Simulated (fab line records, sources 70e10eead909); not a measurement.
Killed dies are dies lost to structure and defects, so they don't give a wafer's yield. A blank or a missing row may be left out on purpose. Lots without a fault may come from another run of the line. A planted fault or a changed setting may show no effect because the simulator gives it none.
Which tool did it? | flow nand_harc | 13 lots, 39 wafers sampled, at 5 steps of a route of 1302

WHAT THE GAUGES READ, wafer by wafer
NHARC_A_ONON_D1_THK_MEAS_05: measures by ellipsometry.
lot  | measured     | on            | thk_nm (nm)
L509 | day 8 15:58  | film_metro-02 | 1007 1008 1008
L517 | day 12 06:17 | film_metro-01 | 1003 1002 1002
L519 | day 13 19:02 | film_metro-02 | 1029 1028 1028
L522 | day 13 19:04 | film_metro-01 | 1003 1003 1004
L521 | day 13 19:06 | film_metro-02 | 992 990 990
L520 | day 14 02:43 | film_metro-02 | 1009 1009 1009
L523 | day 14 21:26 | film_metro-02 | 1010 1012 1009
L524 | day 14 21:26 | film_metro-01 | 1008 1008 1009
L526 | day 16 00:48 | film_metro-01 | 994 993 992
L527 | day 16 09:54 | film_metro-02 | 995 993 994
L528 | day 16 22:47 | film_metro-01 | 1004 1004 1002
L529 | day 16 22:47 | film_metro-01 | 986 988 987
L530 | day 17 09:22 | film_metro-02 | 1018 1017 1016

NHARC_A_ONON_D1_THK_MEAS_14: measures by ellipsometry.
lot  | measured     | on            | thk_nm (nm)
L509 | day 8 17:58  | film_metro-01 | 1011 1010 1009
L517 | day 12 07:59 | film_metro-01 | 1023 1024 1025
L519 | day 13 20:43 | film_metro-01 | 1009 1007 1009
L522 | day 13 20:57 | film_metro-02 | 1001 1003 1003
L521 | day 13 20:57 | film_metro-01 | 1005 1006 1007
L520 | day 14 04:25 | film_metro-01 | 994 994 994
L523 | day 14 23:07 | film_metro-01 | 997 996 996
L524 | day 14 23:08 | film_metro-02 | 995 993 995
L526 | day 16 02:29 | film_metro-02 | 1011 1010 1010
L527 | day 16 11:35 | film_metro-02 | 1015 1014 1012
L528 | day 17 00:29 | film_metro-01 | 1000 1000 1001
L529 | day 17 00:29 | film_metro-01 | 989 987 990
L530 | day 17 11:05 | film_metro-02 | 1006 1005 1007

NHARC_A_ONON_D1_THK_MEAS_24: measures by ellipsometry.
lot  | measured     | on            | thk_nm (nm)
L509 | day 9 03:29  | film_metro-01 | 529 528 1000
L517 | day 12 16:53 | film_metro-02 | 1020 1018 1019
L519 | day 14 09:41 | film_metro-02 | 987 986 986
L522 | day 14 09:41 | film_metro-02 | 988 987 988
L521 | day 14 09:41 | film_metro-01 | 985 985 986
L520 | day 14 17:31 | film_metro-01 | 999 1001 1000
L523 | day 15 08:08 | film_metro-02 | 996 997 996
L524 | day 15 08:08 | film_metro-01 | 997 997 997
L526 | day 16 11:45 | film_metro-02 | 1008 1008 1008
L527 | day 16 20:30 | film_metro-01 | 1007 1006 1007
L528 | day 17 09:25 | film_metro-01 | 1017 1016 1015
L529 | day 17 09:28 | film_metro-02 | 1010 1009 1010
L530 | day 17 20:02 | film_metro-02 | 996 997 995

NHARC_A_CHANNEL_HOLE_D1_OVL_MEAS_11.
lot  | measured     | on         | overlay_x_nm (nm) | overlay_y_nm (nm)
L509 | day 9 14:10  | overlay-02 | -0.1              | -0.5
L517 | day 13 02:28 | overlay-02 | -0.6 -0.5 -0.4    | 0.5 0.1 0.0
L519 | day 14 14:17 | overlay-02 | -0.2 -0.2 -0.2    | -0.1 0.3 -0.6
L522 | day 14 14:32 | overlay-02 | 0.6 0.1 0.4       | 0.0 -0.9 -1.2
L521 | day 14 14:08 | overlay-02 | -0.7 -0.4 -0.8    | 0.3 0.7 0.6
L520 | day 14 23:22 | overlay-02 | 0.3 0.4 0.2       | -1.1 -0.2 -0.3
L523 | day 15 12:39 | overlay-02 | -1.1 -0.8 -0.5    | -1.3 -1.2 -0.8
L524 | day 15 12:30 | overlay-02 | -0.2 -0.2 -0.6    | 0.5 0.0 0.1
L526 | day 17 04:02 | overlay-02 | -0.9 -0.2 -0.9    | 1.3 1.2 1.2
L527 | day 17 04:05 | overlay-02 | 0.5 0.0 -0.2      | -0.2 -0.3 -0.3
L528 | day 17 13:47 | overlay-02 | 0.3 0.9 1.1       | 1.7 1.7 1.5
L529 | day 17 14:02 | overlay-02 | 0.5 0.5 0.5       | -1.3 -1.4 -1.0
L530 | day 18 01:56 | overlay-02 | -1.0 -1.0 -1.4    | 0.3 0.0 0.4

WHICH TOOL RAN EACH LOT (tool, then ch and the chambers of the sampled wafers, then the start)
lot  | NHARC_A_ONON_D1_DEP_22
L509 | pecvd_onon-03 ch 0, day 9 02:59
L517 | pecvd_onon-02 ch 0, day 12 16:23
L519 | pecvd_onon-01 ch 0, day 14 09:10
L522 | pecvd_onon-02 ch 0, day 14 09:14
L521 | pecvd_onon-03 ch 0, day 14 09:10
L520 | pecvd_onon-01 ch 0, day 14 17:01
L523 | pecvd_onon-03 ch 0, day 15 07:38
L524 | pecvd_onon-01 ch 0, day 15 07:41
L526 | pecvd_onon-03 ch 0, day 16 11:14
L527 | pecvd_onon-03 ch 0, day 16 19:59
L528 | pecvd_onon-02 ch 0, day 17 08:58
L529 | pecvd_onon-03 ch 0, day 17 09:01
L530 | pecvd_onon-01 ch 0, day 17 19:32
- NHARC_A_ONON_D1_DEP_22: target thk 1000 nm.

WHAT THE TOOLS THEMSELVES READ (means of the sampled wafers that have a number; where no wafer has one, the mark that the record gives instead)
The record holds no such reading with a usual standard deviation.

THE ANSWER, worked out from the rows above alone
Rule: what is usual is taken from the lots themselves. Put in order of their means at a reading, lots are off if they are a third of the lots or fewer, leave a main group of 4 or more, and stand apart from it by a gap of 3 or more times the standard deviation of the main group's means; of several such gaps the widest counts. A main group whose means are all the same, to the digits that the tables above print for the reading, isn't used. A lot without any number at a reading at which 4 lots or more have one is off too. The other lots that the step has rows for count as sound. The gauges are gone through in route order, then the tools' own readings, and for those a lot's mean is taken as printed above. The first step at which some lot is off is used, and at that step the reading that is off furthest; a lot without a number counts as furthest.
Off: L509, at NHARC_A_ONON_D1_THK_MEAS_24 (thk_nm). The main group: mean 1001 nm, standard deviation 11.
A tool fits if, at a process step before that reading, it ran every lot that is off, and no sound lot after the first of them. The gauges at NHARC_A_ONON_D1_THK_MEAS_24 are tried like those tools. None of those tried fits.

WHAT THE SIMULATOR HAD PUT IN
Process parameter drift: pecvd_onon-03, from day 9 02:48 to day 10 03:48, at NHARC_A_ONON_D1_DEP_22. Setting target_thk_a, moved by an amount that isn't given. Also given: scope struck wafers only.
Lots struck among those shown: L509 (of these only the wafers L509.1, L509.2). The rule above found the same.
